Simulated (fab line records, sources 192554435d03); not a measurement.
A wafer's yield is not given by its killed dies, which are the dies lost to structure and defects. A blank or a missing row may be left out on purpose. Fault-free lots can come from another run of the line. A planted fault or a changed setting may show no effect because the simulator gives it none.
Matching of chambers -- flow n5Finfet -- 3 sister chambers for N5_BEOL_M0_SAQP_PECVD_96 on pecvd-03
The step deposits a-Si from SiH4/He, target thk 45 nm, time 45.2 s. 6 wafers are shown with their chamber, then 7 later ones without.

== EACH WAFER AND ITS CHAMBER ==
wafer,chamber,showerheadPlenumPTorr (Torr),throttleValvePct (%)
L075.5,1,5.74,18.7
L077.1,1,5.72,18.6
L089.2,2,5.64,17.7
L089.6,0,5.76,18.0
L091.4,2,5.64,17.8
L091.5,0,5.76,18.0

== WAFERS WITHOUT THEIR CHAMBER ==
wafer,showerheadPlenumPTorr (Torr),throttleValvePct (%)
L091.6,5.76,18.6
L092.1,5.65,17.8
L092.4,5.65,17.7
L092.6,5.74,18.6
L096.2,5.64,17.8
L096.3,5.74,18.4
L096.6,5.76,17.8

== WHICH CHAMBER EACH WENT THROUGH ==
wafer,from the rows above,in truth
L091.6,1,1
L092.1,2,2
L092.4,2,2
L092.6,1,1
L096.2,2,2
L096.3,1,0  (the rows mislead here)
L096.6,0,0
Correct placement for 6 of the 7. Not placeable from these rows: 0. Number placed wrongly: 1.
How it was worked out, from the rows above alone: a wafer's distance from a chamber is the root of the sum, over the readings, of the square of ((its reading less the chamber's mean) divided by the reading's scatter). If the next closest chamber is less than 2 further off than the closest, the wafer can't be placed; otherwise it belongs to the closest. The mean given for a chamber averages the wafers shown for that chamber. The scatter is the square root of a quotient: the sum, over the shown wafers, of each reading's squared deviation from its chamber's mean, divided by wafers minus chambers.
